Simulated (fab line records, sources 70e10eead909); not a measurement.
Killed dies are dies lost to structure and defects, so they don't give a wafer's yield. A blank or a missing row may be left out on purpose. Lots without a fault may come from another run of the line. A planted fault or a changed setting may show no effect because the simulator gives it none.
Chamber matching | flow nand_harc | NHARC_P_GATE_DESCUM_31 on rie_diel-04: 4 sister chambers
The step chemistry O2, time 3 s. 14 wafers are shown with their chamber, then 7 later ones without.

WAFERS WITH THEIR CHAMBER
wafer  | chamber | drypump_motor_current_A (A) | showerhead_plenum_p_Torr (Torr) | oes_product_au (a.u.)
L716.2 | 0       | 5.7                         | 2.01                            | 1.005
L716.5 | 2       | 6.5                         | 1.83                            | 1.006
L716.6 | 3       | 5.3                         | 2.03                            | 1.000
L727.1 | 2       | 6.6                         | 1.83                            | 1.002
L727.3 | 3       | 5.3                         | 2.02                            | 1.007
L727.5 | 3       | 5.3                         | 2.02                            | 1.002
L732.1 | 1       | 5.7                         | 1.92                            | 0.999
L732.3 | 2       | 6.6                         | 1.83                            | 0.998
L732.4 | 3       | 5.3                         | 2.02                            | 1.005
L733.1 | 3       | 5.3                         | 2.02                            | 1.015
L733.4 | 2       | 6.6                         | 1.83                            | 0.996
L733.5 | 0       | 5.7                         | 2.00                            | 1.020
L734.2 | 0       | 5.7                         | 2.00                            | 1.005
L734.4 | 2       | 6.5                         | 1.83                            | 0.995

SIGNATURES (means of the wafers above)
reading                  | chamber 0 | chamber 1 | chamber 2 | chamber 3 | scatter within a chamber
drypump_motor_current_A  | 5.700     | 5.700     | 6.560     | 5.300     | 0.0346
showerhead_plenum_p_Torr | 2.0033    | 1.9200    | 1.8300    | 2.0220    | 0.00383
oes_product_au           | 1.01000   | 0.99900   | 0.99940   | 1.00580   | 0.00607
Rule: a wafer's distance from a chamber is the root of the sum, over the readings, of the square of ((its reading less the chamber's mean) divided by the reading's scatter). The wafer belongs to the nearest chamber; if the next one is less than 2 further off, it can't be placed. The scatter: the root of (the sum of the squares of (reading less its chamber's mean) over the shown wafers, divided by (wafers less chambers)).

WAFERS WITHOUT THEIR CHAMBER
wafer  | drypump_motor_current_A (A) | showerhead_plenum_p_Torr (Torr) | oes_product_au (a.u.)
L734.6 | 5.7                         | 2.00                            | 1.009
L737.1 | 6.6                         | 1.83                            | 0.992
L737.2 | 5.3                         | 2.02                            | 1.003
L737.5 | 6.6                         | 1.83                            | 0.990
L736.1 | 6.6                         | 1.83                            | 0.993
L736.5 | 5.3                         | 2.02                            | 0.994
L736.6 | 6.6                         | 1.83                            | 0.992

WHICH CHAMBER EACH WENT THROUGH
wafer  | from the rows above | in truth
L734.6 | 0                   | 0
L737.1 | 2                   | 2
L737.2 | 3                   | 3
L737.5 | 2                   | 2
L736.1 | 2                   | 2
L736.5 | 3                   | 3
L736.6 | 2                   | 2
Placed correctly: 7 of 7. Can't be placed from these rows: 0. Placed wrongly: 0.
